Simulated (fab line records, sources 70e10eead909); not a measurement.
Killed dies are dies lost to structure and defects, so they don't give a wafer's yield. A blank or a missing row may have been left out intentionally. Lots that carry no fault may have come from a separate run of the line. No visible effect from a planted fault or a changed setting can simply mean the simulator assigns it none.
Problem report in the 8D (eight disciplines) form, filled by code	flow nand harc	the parts of the form that need people (team, actions taken, sign-off) are left out

## 1. PROBLEM STATEMENT
raw defect count at NHARC_A_CHANNEL_HOLE_D2_INSPECT_40 reads a mean of 1073 on 6 wafers of 2 lots; wafers without a fault read 298 with a standard deviation of 77. That puts it +10 standard deviations away from the usual mean.
The first sign was on wafer L990.3 at day 17 20:16, on defect inspect-02. The record has a number at this step for 33 wafers belonging to 11 lots. The rule behind "out" and "out of limits": a value lying over 4 standard deviations away from the usual mean. Any other wafer with a number is counted as sound.

## 2. WHAT IT IS, WHAT IT ISN'T
question	is	is not
which readings at this step	raw defect count	-
which lots	L990, L993	L100, L101, L102, L103, L104, L981, L982, L983, L999
which wafers of those lots	all that have a number	-
read on which gauges	defect inspect-02	defect inspect-01
when	from day 17 20:16	up to then (9 sound wafers); but 18 sound wafers of L100, L101, L102, L103, L104, L999 came after

## 3. WHAT RULES OUT EACH SUSPECT
Counting: any tool at a process step up to the reading is kept as a suspect provided that every lot that is out went through it and no sound lot did after the first of them.
- the gauge at NHARC_A_CHANNEL_HOLE_D2_INSPECT_40: kept. All the wafers that are out were read on defect inspect-02, and no step on other tools shows them out.
- rie diel-13 at NHARC_A_CHANNEL_HOLE_D2_ETCH_39 (etches the open film in N2/H2, target depth 260 nm, time 325 s): ruled out as a lasting fault. After its first lot that is out, L990 (day 17 09:59), sound lots L100, L102, L101 ran on it.
- har etch-01 at NHARC_A_CHANNEL_HOLE_D2_ETCH_20 (etches the open film in C4F8/O2/Ar, time 361.9 s, target depth 1600 nm): ruled out as a lasting fault. After its first lot that is out, L990 (day 17 14:46), sound lots L999, L102, L101, L103 ran on it.
- har etch-01 at NHARC_A_CHANNEL_HOLE_D2_ETCH_26 (etches the open film in C4F8/O2/Ar, time 224.1 s, target depth 300 nm): ruled out as a lasting fault. After its first lot that is out, L990 (day 17 18:24), sound lots L999, L102, L101, L103 ran on it.
Remaining after the count: defect inspect-02 at NHARC_A_CHANNEL_HOLE_D2_INSPECT_40.

## 4. THE CAUSE (what the simulator had put in)
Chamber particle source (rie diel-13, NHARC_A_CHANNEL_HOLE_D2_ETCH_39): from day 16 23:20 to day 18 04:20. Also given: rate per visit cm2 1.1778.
Counting ruled it out, wrongly: the rule takes a fault to strike every lot that its tool runs from its start on, and this one did not.

## 5. SEQUENCE OF EFFECTS, ordered by route
One row per reading whose mean, taken over the struck wafers that have a number, lies over 3 standard deviations from the usual. Only readings whose record carries a usual standard deviation are examined. hours: median over the lots of the time between each lot's start at the first step of this table that gives one and its start at this step. sigmas: the change, counted in usual standard deviations.
hours	step	reading	usual	on struck wafers	change	sigmas
0	NHARC_A_CHANNEL_HOLE_D2_INSPECT_40	raw defect count	298	1073	+775	+10
264	NHARC_END_SORT_01	killed at array	62	133	+71	+4.5
264	NHARC_END_SORT_01	killed dies	67	137	+70	+4.4

## 6. WHAT WOULD HAVE CAUGHT IT SOONER
In this record the first reading out of limits at a measuring or inspecting step was taken at day 17 20:16, 21 hours after the fault began at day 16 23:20.
No tool reading at NHARC_A_CHANNEL_HOLE_D2_ETCH_39 that has a usual standard deviation in the record was out on any struck wafer, so an alarm limit of 4 standard deviations on those readings would not have fired.
